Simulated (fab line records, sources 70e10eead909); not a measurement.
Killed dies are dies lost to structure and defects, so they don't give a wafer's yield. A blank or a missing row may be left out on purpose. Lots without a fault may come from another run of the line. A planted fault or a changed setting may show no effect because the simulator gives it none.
Chamber matching | flow nand_harc | NHARC_A_STAIRCASE_ETCH_253 on rie_diel-05: 4 sister chambers
The step etches the open film in C4F8/O2, target depth 50 nm, time 20.2 s. 20 wafers are shown with their chamber, then 10 later ones without.

WAFERS WITH THEIR CHAMBER
wafer  | chamber | rf_vpp_V (V) | oes_product_au (a.u.)
L074.2 | 2       | 906          | 0.973
L074.3 | 3       | 901          | 0.983
L074.5 | 2       | 906          | 0.972
L076.4 | 2       | 904          | 0.971
L076.5 | 3       | 902          | 0.989
L076.6 | 0       | 903          | 0.951
L079.1 | 0       | 905          | 0.968
L079.3 | 3       | 899          | 0.993
L079.6 | 3       | 902          | 0.993
L081.2 | 3       | 900          | 0.980
L081.4 | 0       | 903          | 0.939
L081.5 | 0       | 905          | 0.939
L082.3 | 0       | 904          | 0.969
L082.5 | 3       | 900          | 0.971
L082.6 | 0       | 904          | 0.973
L092.1 | 2       | 905          | 0.950
L092.2 | 1       | 897          | 0.945
L092.5 | 3       | 899          | 0.964
L094.2 | 2       | 907          | 0.980
L094.3 | 1       | 896          | 0.970

SIGNATURES (means of the wafers above)
reading        | chamber 0 | chamber 1 | chamber 2 | chamber 3 | scatter within a chamber
rf_vpp_V       | 904.00    | 896.50    | 905.60    | 900.43    | 1.1
oes_product_au | 0.95650   | 0.95750   | 0.96920   | 0.98186   | 0.0132
Rule: a wafer's distance from a chamber is the root of the sum, over the readings, of the square of ((its reading less the chamber's mean) divided by the reading's scatter). The wafer belongs to the nearest chamber; if the next one is less than 2 further off, it can't be placed. The scatter: the root of (the sum of the squares of (reading less its chamber's mean) over the shown wafers, divided by (wafers less chambers)).

WAFERS WITHOUT THEIR CHAMBER
wafer  | rf_vpp_V (V) | oes_product_au (a.u.)
L094.4 | 900          | 0.974
L095.1 | 902          | 0.962
L095.2 | 896          | 0.955
L095.4 | 899          | 0.973
L097.3 | 899          | 0.941
L097.5 | 904          | 0.921
L097.6 | 900          | 0.939
L096.1 | 902          | 0.934
L096.3 | 899          | 0.933
L096.4 | 905          | 0.933

WHICH CHAMBER EACH WENT THROUGH
wafer  | from the rows above          | in truth
L094.4 | 3                            | 3
L095.1 | can't be placed: 0 or 3 or 2 | 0
L095.2 | 1                            | 1
L095.4 | can't be placed: 3 or 1      | 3
L097.3 | can't be placed: 1 or 3      | 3
L097.5 | can't be placed: 0 or 2      | 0
L097.6 | can't be placed: 3 or 1 or 0 | 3
L096.1 | can't be placed: 0 or 3 or 2 | 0
L096.3 | can't be placed: 1 or 3 or 0 | 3
L096.4 | can't be placed: 0 or 2      | 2
Placed correctly: 2 of 10. Can't be placed from these rows: 8 (the true chamber is among the candidates in 8). Placed wrongly: 0.
